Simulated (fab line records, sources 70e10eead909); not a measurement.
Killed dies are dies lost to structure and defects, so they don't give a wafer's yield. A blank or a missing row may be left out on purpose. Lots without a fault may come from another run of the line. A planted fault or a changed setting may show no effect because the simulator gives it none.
Chamber matching | flow nand_harc | NHARC_A_ZERO_WELL_DESCUM_12 on rie_diel-08: 4 sister chambers
The step chemistry O2, time 3 s. 20 wafers are shown with their chamber, then 10 later ones without.

WAFERS WITH THEIR CHAMBER
wafer  | chamber | showerhead_plenum_p_Torr (Torr) | drypump_motor_current_A (A) | oes_product_au (a.u.)
L078.2 | 0       | 1.95                            | 5.7                         | 1.001
L078.5 | 2       | 1.94                            | 6.0                         | 1.006
L078.6 | 1       | 1.81                            | 5.3                         | 1.007
L076.1 | 3       | 1.91                            | 5.6                         | 1.016
L076.4 | 1       | 1.82                            | 5.3                         | 0.993
L076.6 | 3       | 1.91                            | 5.6                         | 1.003
L081.3 | 2       | 1.94                            | 6.0                         | 0.994
L081.4 | 2       | 1.94                            | 6.0                         | 0.994
L081.6 | 3       | 1.91                            | 5.6                         | 0.999
L088.4 | 3       | 1.91                            | 5.5                         | 1.004
L088.5 | 1       | 1.81                            | 5.3                         | 0.994
L088.6 | 0       | 1.95                            | 5.6                         | 0.991
L086.1 | 1       | 1.81                            | 5.3                         | 0.992
L086.2 | 3       | 1.91                            | 5.6                         | 1.008
L086.3 | 0       | 1.95                            | 5.7                         | 0.989
L089.1 | 2       | 1.94                            | 6.0                         | 1.001
L089.3 | 3       | 1.91                            | 5.5                         | 1.002
L089.6 | 2       | 1.94                            | 6.0                         | 0.991
L090.2 | 1       | 1.81                            | 5.3                         | 0.989
L090.4 | 3       | 1.91                            | 5.6                         | 1.006

SIGNATURES (means of the wafers above)
reading                  | chamber 0 | chamber 1 | chamber 2 | chamber 3 | scatter within a chamber
showerhead_plenum_p_Torr | 1.9500    | 1.8120    | 1.9400    | 1.9100    | 0.00224
drypump_motor_current_A  | 5.667     | 5.300     | 6.000     | 5.571     | 0.0362
oes_product_au           | 0.99367   | 0.99500   | 0.99720   | 1.00543   | 0.00616
Rule: a wafer's distance from a chamber is the root of the sum, over the readings, of the square of ((its reading less the chamber's mean) divided by the reading's scatter). The wafer belongs to the nearest chamber; if the next one is less than 2 further off, it can't be placed. The scatter: the root of (the sum of the squares of (reading less its chamber's mean) over the shown wafers, divided by (wafers less chambers)).

WAFERS WITHOUT THEIR CHAMBER
wafer  | showerhead_plenum_p_Torr (Torr) | drypump_motor_current_A (A) | oes_product_au (a.u.)
L090.5 | 1.94                            | 6.0                         | 0.988
L093.1 | 1.95                            | 5.7                         | 0.993
L093.2 | 1.94                            | 6.0                         | 0.991
L093.3 | 1.81                            | 5.3                         | 0.999
L092.2 | 1.94                            | 6.0                         | 1.007
L092.3 | 1.81                            | 5.3                         | 1.007
L092.6 | 1.81                            | 5.3                         | 0.997
L096.2 | 1.95                            | 5.6                         | 0.999
L096.3 | 1.81                            | 5.3                         | 0.993
L096.5 | 1.91                            | 5.5                         | 0.992

WHICH CHAMBER EACH WENT THROUGH
wafer  | from the rows above | in truth
L090.5 | 2                   | 2
L093.1 | 0                   | 0
L093.2 | 2                   | 2
L093.3 | 1                   | 1
L092.2 | 2                   | 2
L092.3 | 1                   | 1
L092.6 | 1                   | 1
L096.2 | 0                   | 0
L096.3 | 1                   | 1
L096.5 | 3                   | 3
Placed correctly: 10 of 10. Can't be placed from these rows: 0. Placed wrongly: 0.
